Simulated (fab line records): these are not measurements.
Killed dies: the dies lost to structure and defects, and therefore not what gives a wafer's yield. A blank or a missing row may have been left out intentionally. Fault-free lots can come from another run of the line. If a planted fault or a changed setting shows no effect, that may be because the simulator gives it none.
fab line records | flow nandHarc
[record] lots = 6 | wafers = 18 | lastDay = 24
route steps=1159 shown P_GATE@124
lots untouched by any fault: they come from a run of this same line in which no faults occurred
startH: start of the lot's first displayed wafer, in hours after the record's first day | waitH: hours since the lot's step before | " the same as in the row above | L1.1+2: a single row standing in for several wafers | - no value present, or no start provided | * or withheld: withheld | < > ~ a bound
route shown NAME@n: a module of which the file shows steps, and the number in the route of the first | usual: mean and standard deviation over wafers with no fault | same: alike in all rows | chamber/n: place in a boat | sites: each site's reading | _std_site: standard deviation across them | _edge_site: the outer-site mean with the inner-site mean subtracted | radiusMm: how far each site lies from the wafer's centre | mask NAME#n: copy n | behind: the most recent tool/chamber to have shaped the wafer | hold: what put the lot on hold/how long, in hours/how the hold closed | device: which transistor (n, p or np) failed to switch | end of line: the route-end tests of the same wafers | a step given without rows: its recipe and nothing more | killed: count of dies lost to structure and defects at first sort (not the wafer's yield) | map: dies across one wafer; x = killed, . = not, _ = none there
set.NAME: the setting the step ran with; set.NAME@STEP: the setting that earlier step ran with | model.NAME: the simulator's own value behind a step, which no gauge read
a table for each step, a row for each wafer; lots at some steps of the route
services: from which hour (startH, from the record's first day; less than 0 if before it) a tool's chamber was out of use, for how many hours, and why
[[steps]]
[step NHARC_P_GATE_DESCUM_13]
[recipe] timeS = 3 | o2FlowSccm = 200 | arFlowSccm = 0 | biasPowerW = 0 | chemistry = O2
[usual] drypumpMotorCurrentA = 5.7/0.44 | oesProductAu = 1.000/0.01 | rfVppV = 57.8/0.98 | showerheadPlenumPTorr = 1.91/0.072 | throttleValvePct = 11.312/0.0092
lot.wafer | tool       | chamber | startH | waitH | drypumpMotorCurrentA | oesProductAu | rfHoursCounterH | rfVppV | showerheadPlenumPTorr | throttleValvePct
L830.2    | rieDiel-03 | 2       | 110.52 | -     | 5.3                  | 0.997        | 13              | 56.4   | 1.82                  | 11.314
L830.3    | "          | 0       | "      | "     | 6.3                  | 0.999        | 12              | 56.6   | 1.86                  | 11.314
L830.5    | "          | 1       | "      | "     | 5.7                  | 1.016        | -               | 58.2   | 1.96                  | 11.311
L834.2    | rieDiel-03 | 2       | 132.29 | -     | 5.3                  | 1.015        | 16              | 57.6   | 1.82                  | 11.323
L834.3    | "          | 3       | "      | "     | 5.6                  | 1.003        | 17              | 56.4   | 1.79                  | 11.321
L834.6    | "          | 1       | "      | "     | 5.7                  | 1.011        | -               | 58.0   | 1.96                  | 11.308
L836.3    | rieDiel-03 | 0       | 150.41 | -     | 6.3                  | 0.993        | 20              | 59.9   | 1.86                  | 11.304
L836.6    | "          | 0       | "      | "     | 6.3                  | 0.991        | -               | 58.9   | 1.86                  | 11.312
L836.5    | "          | 2       | "      | "     | 5.3                  | 1.008        | -               | 58.8   | 1.82                  | 11.307
L845.4    | rieDiel-12 | 2       | 195.55 | -     | 5.4                  | 0.999        | 56              | 58.5   | 1.92                  | 11.313
L845.1    | "          | 3       | "      | "     | 4.7                  | 0.993        | 60              | 56.6   | 1.87                  | 11.324
L845.2    | "          | 0       | "      | "     | 5.8                  | 0.999        | 54              | 58.5   | 1.92                  | 11.303
L844.2    | rieDiel-12 | 0       | 195.71 | -     | 5.8                  | 1.008        | 54              | 58.0   | 1.92                  | 11.304
L844.1    | "          | 3       | "      | "     | 4.7                  | 0.995        | 60              | 57.5   | 1.87                  | 11.315
L844.5    | "          | 0       | "      | "     | 5.8                  | 1.005        | -               | 57.2   | 1.92                  | 11.317
L847.4    | rieDiel-12 | 2       | 212.53 | -     | 5.5                  | 0.996        | 0               | 58.1   | 1.92                  | 11.322
L847.3    | "          | 3       | "      | "     | 4.7                  | 0.993        | 0               | 58.1   | 1.87                  | 11.329
L847.5    | "          | 3       | "      | "     | 4.7                  | 0.987        | -               | 57.8   | 1.87                  | 11.322
[step NHARC_P_GATE_ETCH_14]
[recipe] targetDepthA = 488 | chemistry = dHF | material = SiO2
[step NHARC_P_GATE_STRIP_15]
[recipe] timeS = 780 | tempC = 130 | chemistry = SPM
[step NHARC_P_GATE_PRECLEAN_71]
[recipe] timeS = * | tempC = 50 | bathAgeMin = 0 | chemistry = SC1
[step NHARC_P_GATE_SRD_72]
[step NHARC_P_GATE_OXIDE_16]
[recipe] targetThkA = 30 | tempC = 875 | oxTimeS = 392 | material = SiO2
[step NHARC_P_GATE_CVD_17]
[recipe] targetThkA = 1500 | tempC = 620 | timeS = 900 | material = poly-Si
[step NHARC_P_GATE_HM_DEP_102]
[recipe] targetThkA = 1200 | tempC = 400 | material = aC
[usual] throttleValvePct = 35.001/0.0087
lot.wafer | tool      | chamber | startH | waitH | throttleValvePct
L830.2    | aclDep-03 | 0       | 125.68 | 2.8   | 34.988
L830.3    | "         | 0       | "      | "     | 35.006
L830.5    | "         | 0       | "      | "     | 34.996
L834.2    | aclDep-02 | 0       | 149.75 | 1.8   | 34.988
L834.3    | "         | 0       | "      | "     | 34.995
L834.6    | "         | 0       | "      | "     | 34.990
L836.3    | aclDep-03 | 0       | 163.63 | 0.6   | 35.018
L836.5    | "         | 0       | "      | "     | 35.008
L836.6    | "         | 0       | "      | "     | 34.999
L845.1    | aclDep-01 | 0       | 208.04 | 0.4   | 35.001
L845.2    | "         | 0       | "      | "     | 35.002
L845.4    | "         | 0       | "      | "     | 34.993
L844.1    | aclDep-02 | 0       | 208.04 | 0.4   | 34.977
L844.2    | "         | 0       | "      | "     | 34.994
L844.5    | "         | 0       | "      | "     | 34.999
L847.3    | aclDep-01 | 0       | 225.01 | 0.6   | 34.985
L847.4    | "         | 0       | "      | "     | 35.001
L847.5    | "         | 0       | "      | "     | 34.999
[step NHARC_P_GATE_DEP_103]
[recipe] targetThkA = 300 | targetThkNm = 30 | tempC = 400 | flowSccm = 200 | rfW = 350 | material = SiON
[usual] heaterPowerW = 723/79
lot.wafer | tool     | chamber | startH | waitH | heaterPowerW
L830.3    | pecvd-01 | 2       | 126.26 | 0.4   | 693
L830.2    | "        | 0       | "      | "     | 748
L830.5    | "        | 0       | "      | "     | 746
L834.2    | pecvd-03 | 2       | 150.36 | 0.5   | 792
L834.3    | "        | 0       | "      | "     | 627
L834.6    | "        | 2       | "      | "     | 801
L836.3    | pecvd-01 | 1       | 164.13 | 0.4   | 726
L836.6    | "        | 2       | "      | "     | 600
L836.5    | "        | 0       | "      | "     | 691
L844.2    | pecvd-01 | 1       | 208.73 | 0.5   | 727
L844.1    | "        | 2       | "      | "     | 635
L844.5    | "        | 2       | "      | "     | 648
L845.2    | pecvd-03 | 2       | 208.73 | 0.5   | 783
L845.1    | "        | 0       | "      | "     | 616
L845.4    | "        | 0       | "      | "     | 615
L847.3    | pecvd-04 | 2       | 225.49 | 0.4   | 701
L847.4    | "        | 2       | "      | "     | 696
L847.5    | "        | 1       | "      | "     | 758
[step NHARC_P_GATE_DEHYDRATE_18]
[recipe] tempC = 150 | timeS = 120
[step NHARC_P_GATE_HMDS_19]
[recipe] timeS = 30
[step NHARC_P_GATE_COAT_20]
[recipe] spinRpm = 1500 | resistThkNm = 90
[step NHARC_P_GATE_SOFTBAKE_21]
[recipe] tempC = 105 | timeS = 55
[usual] heaterPowerTotalW = 188.45/0.12
lot.wafer | tool          | chamber | startH | waitH | heaterPowerTotalW
L830.2    | lithoTrack-04 | 0       | 126    | -     | 188.41
L830.3    | "             | 0       | "      | "     | 188.30
L830.5    | "             | 0       | "      | "     | 188.29
L834.2    | lithoTrack-04 | 0       | 150    | -     | 196.54
L834.3    | "             | 0       | "      | "     | 196.36
L834.6    | "             | 0       | "      | "     | 196.70
L836.3    | lithoTrack-04 | 0       | 164    | -     | 196.46
L836.5    | "             | 0       | "      | "     | 196.29
L836.6    | "             | 0       | "      | "     | 196.34
L844.1    | lithoTrack-01 | 0       | 208    | -     | 188.36
L844.2    | "             | 0       | "      | "     | 188.46
L844.5    | "             | 0       | "      | "     | 188.27
L845.1    | lithoTrack-06 | 0       | 209    | -     | 188.36
L845.2    | "             | 0       | "      | "     | 188.39
L845.4    | "             | 0       | "      | "     | 188.39
L847.3    | lithoTrack-06 | 0       | 225    | -     | 188.32
L847.4    | "             | 0       | "      | "     | 188.46
L847.5    | "             | 0       | "      | "     | 188.57
[step NHARC_P_GATE_EBR_22]
[[services]]
tool          | chamber | startH | hours | kind
pecvd-03      | -       | 86.93  | 0.9   | repair
rieDiel-12    | 0       | 92.83  | 6.9   | repair
lithoTrack-01 | -       | 93.00  | 7.0   | pm
rieDiel-03    | 0       | 96.62  | -     | clean
rieDiel-03    | 1       | 96.62  | -     | clean
rieDiel-03    | 2       | 96.62  | -     | clean
rieDiel-03    | 3       | 96.62  | -     | clean
rieDiel-12    | 2       | 107.48 | 7.1   | repair
pecvd-03      | 0       | 110.28 | 12.4  | repair
pecvd-03      | -       | 111.22 | 13.0  | pm
aclDep-01     | -       | 114.50 | 13.0  | pm
lithoTrack-06 | -       | 117.00 | 7.0   | pm
rieDiel-12    | 1       | 132.48 | 4.0   | repair
rieDiel-03    | 1       | 138.47 | 2.1   | repair
lithoTrack-04 | -       | 141.00 | 7.0   | pm
rieDiel-03    | 1       | 150.11 | 13.0  | repair
pecvd-04      | 0       | 158.15 | 4.9   | repair
aclDep-02     | -       | 170.28 | 13.0  | pm
pecvd-04      | -       | 195.09 | 13.0  | pm
rieDiel-12    | -       | 202.46 | 9.0   | pm
rieDiel-03    | -       | 215.33 | 9.0   | pm
rieDiel-12    | 0       | 217.92 | 8.8   | repair
rieDiel-12    | -       | 221.21 | 0.3   | repair
aclDep-03     | -       | 224.38 | 13.0  | pm
[[key]]
[firstSign] step = NHARC_P_GATE_SOFTBAKE_21 | reading = heaterPowerTotalW | direction = up | sigmas = 64 | usual = * | struck = *
effect none on later readings
metAt NHARC_P_GATE_SOFTBAKE_21
struckWafers L834.2,L834.3,L834.6,L836.3,L836.5,L836.6
testerLeftOut L834,L836
onsetBetween 126 150
[fault] kind = processParameterDrift | tool = lithoTrack-04 | chamber = - | onsetH = 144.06 | steps = NHARC_P_GATE_SOFTBAKE_21 | channel = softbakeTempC | offset = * | shape = step | endH = 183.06 | actsIn = * | stated = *
// testerLeftOut: of these lots the tester's yield and bins aren't shown, on N5 and GAA mostly nor the transistor test; their killed dies are dies lost to structure and defects alone, not to doping, threshold or leakage, so they don't give the yield
